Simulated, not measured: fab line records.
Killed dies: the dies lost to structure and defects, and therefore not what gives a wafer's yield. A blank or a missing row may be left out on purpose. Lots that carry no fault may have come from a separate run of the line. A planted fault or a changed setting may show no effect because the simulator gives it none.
A struck lot beside a sound one / flow nandHarc / 14 out of 1159 route steps
Sound: wafers L947.1, L947.5, L947.6. Wafers struck: L954.1, L954.2, L954.5. The cause comes at the end.
Per side, at each step with rows, come the tool, then ch with its chambers, and then its first start. Under that, the readings that differ: sound wafers / struck wafers / difference of the means / sigmas: that difference in standard deviations of wafers without a fault.
alike: a reading whose means differ by less than 2 such deviations, as well as words and numbers matching on both sides. not compared: withheld readings; readings where some wafer has no value; bounds like >300 that might hide an equal value; numbers whose values overlap and for which the record gives no deviation.
A row with sigmas, a row that says differs or no value, or rows on one side alone: a step with any of these is where the two part. Numbers that have no deviation but don't overlap get no sigmas and don't part them. A reading that every wafer of one side lacks parts them only if that side has two wafers or more.

first, 1 step without rows for these wafers: NHARC_A_ONON_D1_DEP_03 (target thk 1000 nm).
NHARC_A_ONON_D1_THK_MEAS_05: measures by ellipsometry.
  sound on filmMetro-01 at day 8 00:10; struck on filmMetro-01 at day 9 21:04
  alike: thkNm
then, 1 step without rows for these wafers: NHARC_A_ONON_D1_DEP_06 (target thk 1000 nm).
NHARC_A_ONON_D1_THK_MEAS_08: measures by ellipsometry.
  sound on filmMetro-01 at day 8 00:44; struck on filmMetro-02 at day 9 21:37
reading=thkNm (nm); sound=1006 1008 1009; struck=985 985 986; difference=-22; sigmas=-2
then, 1 step without rows for these wafers: NHARC_A_ONON_D1_DEP_09 (target thk 1000 nm).
NHARC_A_ONON_D1_THK_MEAS_11: measures by ellipsometry.
  sound on filmMetro-01 at day 8 01:19; struck on filmMetro-02 at day 9 22:11
reading=thkNm (nm); sound=1024 1024 1024; struck=994 994 995; difference=-30; sigmas=-3
then, 1 step without rows for these wafers: NHARC_A_ONON_D1_DEP_12 (target thk 1000 nm).
NHARC_A_ONON_D1_THK_MEAS_14: measures by ellipsometry.
  sound on filmMetro-01 at day 8 01:53; struck on filmMetro-01 at day 9 22:45
  alike: thkNm
then, 2 steps without rows for these wafers: NHARC_A_ONON_D1_ANNEAL_15 (time 3600 s); NHARC_A_ONON_D1_DEP_16 (target thk 1000 nm).
NHARC_A_ONON_D1_THK_MEAS_18: measures by ellipsometry.
  sound on filmMetro-01 at day 8 09:01; struck on filmMetro-01 at day 10 07:07
  alike: thkNm
NHARC_A_ONON_D1_DEP_19: target thk 1000 nm.
  sound on pecvdOnon-01 ch 0, day 8 09:04; struck on pecvdOnon-01 ch 0, day 10 07:11
NHARC_A_ONON_D1_THK_MEAS_21: measures by ellipsometry.
  sound on filmMetro-02 at day 8 09:35; struck on filmMetro-01 at day 10 07:41
reading=thkNm (nm); sound=1003 1003 1004; struck=1054 1050 1052; difference=+49; sigmas=+5
then, 1 step without rows for these wafers: NHARC_A_ONON_D1_DEP_22 (target thk 1000 nm).

== WHERE THEY PART ==
Earliest at NHARC_A_ONON_D1_THK_MEAS_08; latest, in this record, at NHARC_A_ONON_D1_THK_MEAS_21.

WHY: the cause the simulator had injected
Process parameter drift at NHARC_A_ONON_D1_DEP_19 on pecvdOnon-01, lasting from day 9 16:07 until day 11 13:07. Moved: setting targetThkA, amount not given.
